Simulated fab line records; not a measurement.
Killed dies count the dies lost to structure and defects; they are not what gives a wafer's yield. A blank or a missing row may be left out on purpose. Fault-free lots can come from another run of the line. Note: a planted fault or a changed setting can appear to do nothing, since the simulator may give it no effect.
fab line records	flow n5Finfet
[record] lots = 10	wafers = 30	lastDay = 17
route steps=1938 shown PMOS_HMC_CHANNEL_EPI@70 FIN_SAQP@96
lots that met no fault: taken from a fault-free run of the same line
startH: hours from the record's opening day to when the first of the lot's shown wafers began	waitH: how many hours have passed since the lot's step before this one	" repeats the value in the row above	L1.1+2: a single row standing in for several wafers	- no value present, or no start provided	* or withheld: withheld	< > ~ a bound
route shown NAME@n: a module of which the file shows steps, and the number in the route of the first	usual: mean/standard deviation taken from wafers without a fault	same: alike in all rows	chamber/n: place in a boat	sites: per-site readings	_std_site: the standard deviation of these	_edge_site: mean of outer sites minus mean of inner sites	radiusMm: for every site, how far away it sits from the centre of the wafer	mask NAME#n: copy n	behind: the tool/chamber that last shaped the wafer	hold: why the lot was held/for how many hours/how that ended	device: the transistor (n, p or np) that didn't switch	end of line: the tests these same wafers got at the end of their route	where a step has no rows: the recipe by itself	killed: at the first sort, the dies lost to defects and structure; wafer yield is something else	map: per-die view of a wafer (x killed, . not killed, _ where there is no die)
set.NAME: the setting as run; set.NAME@STEP: as run at that earlier step	model.NAME: the simulator's own value behind a step, which no gauge read
one table for each step of the route and one row for each wafer, over a sample of lots
services: the hour from which a tool's chamber was out of use, counted from the record's first day as startH (under 0 if before that day), plus the number of hours and why
[[steps]]
[step N5_PMOS_HMC_CHANNEL_EPI_HM_OPEN_15]
[recipe] chemistry = CHF3/O2	target = SiO2	maskMaterial = CAR-ArF-block	targetDepthA = 406	CHF3_flow_sccm = 50	O2_flow_sccm = 5	Ar_flow_sccm = 200	timeS = 20.3	pressureMtorr = 30	sourceW = 650	biasW = 170	ionEnergyEv = 200
[usual] CHF3_flow_sccm = 50.01/0.13	drypumpMotorCurrentA = 5.8/0.41	oesProductAu = 0.79/0.077	rfVppV = 521/10	showerheadPlenumPTorr = 2.41/0.073	throttleValvePct = 18.88/0.15
lot.wafer	tool	chamber	startH	waitH	CHF3_flow_sccm	drypumpMotorCurrentA	oesProductAu	rfHoursCounterH	rfVppV	showerheadPlenumPTorr	throttleValvePct
L354.2	rieDiel-05	1	23.56	0.0	49.99	6.1	0.85	61	519	2.36	18.95
L354.3	"	3	"	"	49.86	6.2	0.75	174	509	2.48	18.78
L354.4	"	0	"	"	50.00	5.9	0.70	220	534	2.48	19.09
L355.1	rieDiel-01	1	29.50	0.0	50.10	6.4	0.94	7	511	2.38	18.55
L355.2	"	0	"	"	49.86	6.1	0.75	177	524	2.49	18.80
L355.5	"	2	"	"	50.05	5.1	0.87	-	513	2.37	18.94
L358.1	rieDiel-04	0	47.76	0.0	50.13	5.1	0.79	118	510	2.43	18.82
L358.4	"	3	"	"	50.14	5.7	0.70	207	521	2.29	18.95
L358.5	"	2	"	"	50.15	5.6	0.68	-	525	2.29	18.93
L361.2	rieDiel-05	2	65.76	0.0	50.06	5.3	0.83	72	541	2.43	18.98
L361.3	"	0	"	"	49.86	5.9	0.69	232	533	2.47	19.14
L361.5	"	3	"	"	50.03	6.2	0.75	-	508	2.47	18.78
L363.2	rieDiel-01	0	77.32	0.0	50.05	6.1	0.73	191	524	2.48	18.82
L363.3	"	2	"	"	50.03	5.1	0.85	63	514	2.36	18.95
L363.6	"	0	"	"	49.93	6.0	0.74	-	524	2.48	18.82
L365.3	rieDiel-05	2	89.14	0.0	50.10	5.3	0.82	79	542	2.43	19.00
L365.5	"	1	"	"	49.94	6.1	0.83	-	520	2.36	18.99
L365.6	"	0	"	"	49.95	5.9	0.68	-	535	2.47	19.13
L370.2	rieDiel-05	2	119.40	0.0	50.04	5.3	0.82	88	543	2.43	19.04
L370.3	"	3	"	"	49.98	6.2	0.73	202	509	2.47	18.81
L370.6	"	0	"	"	50.12	5.9	0.67	-	533	2.47	19.14
L371.1	rieDiel-01	1	125.42	0.0	49.78	6.3	0.87	37	512	2.37	18.58
L371.2	"	3	"	"	50.27	6.0	0.79	132	521	2.43	18.82
L371.5	"	3	"	"	49.84	6.0	0.78	-	520	2.43	18.83
L372.1	rieDiel-01	3	131.79	0.0	49.93	6.0	0.78	135	519	2.43	18.83
L372.2	"	1	"	"	49.83	6.3	0.86	40	510	2.36	18.59
L372.5	"	2	"	"	50.08	5.2	0.82	-	513	2.36	18.99
L374.1	rieDiel-05	1	143.46	0.0	49.86	6.1	0.79	96	520	2.35	18.99
L374.3	"	3	"	"	50.26	6.2	0.72	212	507	2.46	18.84
L374.6	"	3	"	"	50.16	6.2	0.72	-	506	2.46	18.82
[step N5_PMOS_HMC_CHANNEL_EPI_EPI_26]
[recipe] material = Si	targetThkA = 38	tempC = 650	precursor = SiH4/H2	pressureTorr = 20	timeS = 22.7
[usual] throttleValvePct = 11.26/0.2
lot.wafer	tool	chamber	startH	waitH	throttleValvePct
L354.2	epiRpcvd-01	0	25.94	0.1	11.28
L354.3	"	0	"	"	11.20
L354.4	"	0	"	"	11.07
L355.1	epiRpcvd-02	0	32.20	0.0	11.61
L355.2	"	0	"	"	11.30
L355.5	"	0	"	"	11.37
L358.1	epiRpcvd-01	0	50.45	0.0	11.54
L358.4	"	0	"	"	11.47
L358.5	"	0	"	"	11.07
L361.2	epiRpcvd-02	0	68.49	0.1	11.37
L361.3	"	0	"	"	11.35
L361.5	"	0	"	"	11.30
L363.2	epiRpcvd-01	0	79.74	0.1	11.08
L363.3	"	0	"	"	11.47
L363.6	"	0	"	"	11.25
L365.3	epiRpcvd-04	0	91.54	0.1	11.02
L365.5	"	0	"	"	10.94
L365.6	"	0	"	"	10.86
L370.2	epiRpcvd-01	0	121.74	0.1	11.28
L370.3	"	0	"	"	11.46
L370.6	"	0	"	"	11.34
L371.1	epiRpcvd-02	0	127.73	0.0	11.37
L371.2	"	0	"	"	11.35
L371.5	"	0	"	"	11.41
L372.1	epiRpcvd-02	0	134.47	0.0	11.31
L372.2	"	0	"	"	11.51
L372.5	"	0	"	"	11.20
L374.1	epiRpcvd-04	0	145.75	0.0	10.91
L374.3	"	0	"	"	10.92
L374.6	"	0	"	"	10.79
[step N5_FIN_SAQP_HM_DEP_03]
[recipe] material = SiNx	targetThkA = 380	tempC = 400	precursor = SiH4/NH3/N2	pressureTorr = 1.5	rfW = 300	timeS = 33.6
[usual] heaterPowerW = 745/73	showerheadPlenumPTorr = 5.14/0.075	throttleValvePct = 40.1/1.5
lot.wafer	tool	chamber	startH	waitH	heaterPowerW	showerheadPlenumPTorr	throttleValvePct
L354.2	pecvd-02	0	26.88	0.2	759	5.24	37.5
L354.3	"	1	"	"	686	5.09	42.1
L354.4	"	1	"	"	680	5.10	42.7
L355.1	pecvd-04	0	33.11	0.2	730	5.06	40.6
L355.2	"	2	"	"	666	5.06	40.6
L355.5	"	0	"	"	745	5.05	40.8
L358.1	pecvd-02	1	51.46	0.2	736	5.09	42.4
L358.4	"	1	"	"	755	5.10	42.2
L358.5	"	1	"	"	758	5.09	42.3
L361.2	pecvd-01	0	69.36	0.2	828	5.08	42.5
L361.3	"	1	"	"	878	5.12	38.9
L361.5	"	2	"	"	669	5.16	39.2
L363.2	pecvd-01	1	80.60	0.2	834	5.11	38.9
L363.3	"	2	"	"	770	5.16	39.3
L363.6	"	1	"	"	853	5.12	38.7
L365.3	pecvd-01	0	92.35	0.1	835	5.09	42.4
L365.5	"	2	"	"	682	5.15	39.2
L365.6	"	1	"	"	750	5.12	38.7
L370.2	pecvd-01	0	122.81	0.2	762	5.09	42.3
L370.3	"	1	"	"	870	5.12	38.6
L370.6	"	1	"	"	881	5.13	38.8
L371.1	pecvd-01	1	128.76	0.2	823	5.12	38.8
L371.2	"	0	"	"	720	5.10	42.3
L371.5	"	2	"	"	659	5.16	39.4
L372.1	pecvd-04	0	135.53	0.2	748	5.05	40.8
L372.2	"	1	"	"	622	5.24	39.2
L372.5	"	0	"	"	735	5.04	40.7
L374.1	pecvd-02	2	146.79	0.2	819	5.24	40.8
L374.3	"	0	"	"	746	5.25	37.7
L374.6	"	2	"	"	828	5.25	40.5
[step N5_FIN_SAQP_THK_MEAS_05]
[usual] thkNm = 37.9/0.49
lot.wafer	tool	chamber	startH	waitH	thkNm
L354.2	filmMetro-02	-	26.97	0.1	37.9
L354.3	"	-	"	"	37.8
L354.4	"	-	"	"	38.0
L355.1	filmMetro-01	-	33.20	0.1	36.9
L355.2	"	-	"	"	37.6
L355.5	"	-	"	"	37.9
L358.1	filmMetro-02	-	51.57	0.1	37.3
L358.4	"	-	"	"	37.4
L358.5	"	-	"	"	37.6
L361.2	filmMetro-01	-	69.45	0.1	38.3
L361.3	"	-	"	"	38.4
L361.5	"	-	"	"	38.2
L363.2	filmMetro-01	-	80.68	0.1	37.8
L363.3	"	-	"	"	37.3
L363.6	"	-	"	"	38.3
L365.3	filmMetro-02	-	92.44	0.1	38.3
L365.5	"	-	"	"	37.9
L365.6	"	-	"	"	38.6
L370.2	filmMetro-02	-	122.90	0.1	31.3
L370.3	"	-	"	"	38.5
L370.6	"	-	"	"	38.9
L371.1	filmMetro-02	-	128.87	0.1	38.6
L371.2	"	-	"	"	31.6
L371.5	"	-	"	"	38.6
L372.1	filmMetro-02	-	135.61	0.1	37.3
L372.2	"	-	"	"	36.6
L372.5	"	-	"	"	38.3
L374.1	filmMetro-01	-	146.88	0.1	37.4
L374.3	"	-	"	"	37.8
L374.6	"	-	"	"	37.7
[step N5_FIN_SAQP_OVL_MEAS_17]
[recipe] pointsPerWafer = 44
[usual] FIN_CORE_OVL = -0.5/0.74
[same] pointsPerWafer = 44
lot.wafer	tool	chamber	startH	waitH	FIN_CORE_OVL[nm]
L354.2	overlay-01	0	27.70	0.0	-1.4
L354.3	"	0	"	"	0.5
L354.4	"	0	"	"	-0.9
L355.1	overlay-01	0	33.93	0.0	-1.6
L355.2	"	0	"	"	-1.1
L355.5	"	0	"	"	-1.0
L358.1	overlay-02	0	52.35	0.0	-2.0
L358.4	"	0	"	"	-0.3
L358.5	"	0	"	"	0.1
L361.2	overlay-02	0	70.18	0.0	-0.5
L361.3	"	0	"	"	-1.3
L361.5	"	0	"	"	-0.5
L363.2	overlay-02	0	81.41	0.0	-0.2
L363.3	"	0	"	"	-0.4
L363.6	"	0	"	"	-0.9
L365.3	overlay-02	0	93.05	0.0	-0.3
L365.5	"	0	"	"	0.9
L365.6	"	0	"	"	-1.1
L370.2	overlay-01	0	123.65	0.0	0.0
L370.3	"	0	"	"	0.7
L370.6	"	0	"	"	-1.4
L371.1	overlay-01	0	129.47	0.0	-0.8
L371.2	"	0	"	"	-0.2
L371.5	"	0	"	"	-0.2
L372.1	overlay-01	0	136.34	0.0	-0.2
L372.2	"	0	"	"	-0.3
L372.5	"	0	"	"	0.0
L374.1	overlay-01	0	147.48	0.0	0.2
L374.3	"	0	"	"	0.2
L374.6	"	0	"	"	0.3
[step N5_FIN_SAQP_HM_OPEN_33]
[recipe] chemistry = CH3F/O2	target = SiNx	maskMaterial = SiO2	targetDepthA = 494	timeS = 70.6	pressureMtorr = 30	sourceW = 395	biasW = 73	Ar_flow_sccm = 150	CH3F_flow_sccm = 30	O2_flow_sccm = 20	ionEnergyEv = 120	ends = cleared
[usual] CH3F_flow_sccm = 29.98/0.092	drypumpMotorCurrentA = 5.7/0.32	etchRfOnTimeS = 69.2/1.2	oesProductAu = 0.65/0.049	rfVppV = 296/5.8	showerheadPlenumPTorr = 2.00/0.069	throttleValvePct = 16.37/0.22
lot.wafer	tool	chamber	startH	waitH	CH3F_flow_sccm	drypumpMotorCurrentA	etchRfOnTimeS	oesProductAu	rfHoursCounterH	rfVppV	showerheadPlenumPTorr	throttleValvePct
L354.2	rieDiel-02	1	31.62	0.0	30.18	5.8	69.4	0.65	164	303	2.07	16.46
L354.3	"	3	"	"	30.02	5.6	68.0	0.66	155	295	1.99	16.70
L354.4	"	2	"	"	30.04	5.4	68.8	0.65	176	300	1.99	16.25
L355.1	rieDiel-03	2	37.69	0.0	29.92	6.1	67.3	0.63	173	290	1.99	16.18
L355.2	"	1	"	"	30.10	5.3	67.9	0.63	141	288	2.08	16.23
L355.5	"	0	"	"	29.62	5.6	68.7	0.69	-	295	1.93	16.27
L358.1	rieDiel-06	3	57.14	0.0	29.91	5.2	68.1	0.66	131	292	1.92	16.04
L358.4	"	0	"	"	30.02	5.8	68.9	0.66	130	295	2.09	16.39
L358.5	"	0	"	"	30.16	5.8	68.6	0.66	-	296	2.09	16.39
L361.2	rieDiel-02	3	73.98	0.1	29.80	5.5	68.9	0.65	170	295	1.99	16.72
L361.3	"	0	"	"	30.11	5.6	71.5	0.61	180	299	1.99	16.26
L361.5	"	1	"	"	29.95	5.8	70.2	0.64	-	302	2.07	16.48
L363.2	rieDiel-06	2	86.77	0.1	30.12	6.2	67.9	0.61	222	294	1.90	16.65
L363.3	"	1	"	"	30.04	5.4	68.0	0.64	169	310	2.00	16.62
L363.6	"	2	"	"	30.09	6.2	69.0	0.61	-	291	1.90	16.64
L365.3	rieDiel-03	3	100.40	0.0	29.95	5.9	71.2	0.76	25	299	2.11	16.08
L365.5	"	1	"	"	29.82	5.3	68.3	0.62	-	288	2.07	16.27
L365.6	"	2	"	"	30.05	6.1	71.3	0.62	-	292	1.99	16.22
L370.2	rieDiel-02	2	127.47	0.0	29.93	5.4	56.6	0.62	204	298	1.98	16.31
L370.3	"	0	"	"	29.98	5.6	72.4	0.60	199	298	1.99	16.29
L370.6	"	0	"	"	29.82	5.6	72.9	0.60	-	299	1.99	16.29
L371.1	rieDiel-03	0	133.24	0.1	29.88	5.5	69.0	0.68	132	296	1.92	16.33
L371.2	"	1	"	"	29.99	5.3	56.6	0.62	173	289	2.07	16.31
L371.5	"	2	"	"	29.99	6.1	71.7	0.61	-	292	1.98	16.21
L372.1	rieDiel-06	2	140.43	0.2	29.87	6.3	67.6	0.60	242	292	1.90	16.69
L372.2	"	0	"	"	30.07	5.8	66.7	0.64	163	294	2.08	16.45
L372.5	"	0	"	"	30.08	5.8	69.5	0.64	-	293	2.08	16.44
L374.1	rieDiel-03	3	151.64	0.0	30.08	5.9	69.5	0.73	42	301	2.11	16.10
L374.3	"	0	"	"	29.94	5.6	69.5	0.67	139	294	1.92	16.34
L374.6	"	0	"	"	29.85	5.5	69.4	0.66	-	295	1.92	16.33
[[services]]
tool	chamber	startH	hours	kind
epiRpcvd-01	-	17.31	2.0	repair
pecvd-01	1	36.20	5.5	scheduledDown
rieDiel-05	3	36.92	2.7	repair
pecvd-01	1	42.95	-	calibration
pecvd-02	2	46.63	15.7	repair
pecvd-01	0	47.89	7.9	repair
pecvd-01	2	48.73	13.4	repair
rieDiel-04	1	56.27	4.2	repair
rieDiel-02	-	58.78	1.6	repair
pecvd-01	0	58.84	2.1	scheduledDown
rieDiel-05	-	60.59	0.6	repair
rieDiel-02	2	69.19	10.5	repair
epiRpcvd-04	-	79.07	6.0	pm
rieDiel-04	0	80.56	7.8	repair
rieDiel-01	-	98.51	2.8	pm
pecvd-02	-	101.13	0.5	repair
pecvd-02	-	103.94	2.8	pm
rieDiel-01	3	111.79	13.2	repair
rieDiel-06	3	119.33	22.6	repair
rieDiel-05	0	123.19	-	clean
rieDiel-05	0	123.19	-	consumableReplace:focusRing
rieDiel-01	0	123.46	131.8	repair
rieDiel-05	1	126.84	5.4	repair
rieDiel-02	1	146.47	3.9	repair
[[key]]
[firstSign] step = N5_FIN_SAQP_THK_MEAS_05	reading = thkNm	direction = down	sigmas = 13	usual = *	struck = *
[effect] step = N5_FIN_SAQP_HM_OPEN_33	reading = etchRfOnTimeS	direction = down	sigmas = 10	usual = *	struck = *
metAt N5_FIN_SAQP_HM_DEP_03
struckLots L370,L371
struckWafers L370.2,L371.2
testerLeftOut L370,L371
notActingAt N5_PMOS_HMC_CHANNEL_EPI_HM_OPEN_15,N5_PMOS_HMC_CHANNEL_EPI_EPI_26,N5_FIN_SAQP_OVL_MEAS_17
onsetBetween 92.35 122.81
[fault] kind = processParameterDrift	tool = pecvd-01	chamber = 0	onsetH = 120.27	steps = N5_FIN_SAQP_HM_DEP_03	channel = targetThkA	offset = *	shape = step	actsIn = *	stated = *
// testerLeftOut: of these lots the tester's yield and bins aren't shown, on N5 and GAA mostly nor the transistor test; their killed dies are dies lost to structure and defects alone, not to doping, threshold or leakage, so they don't give the yield
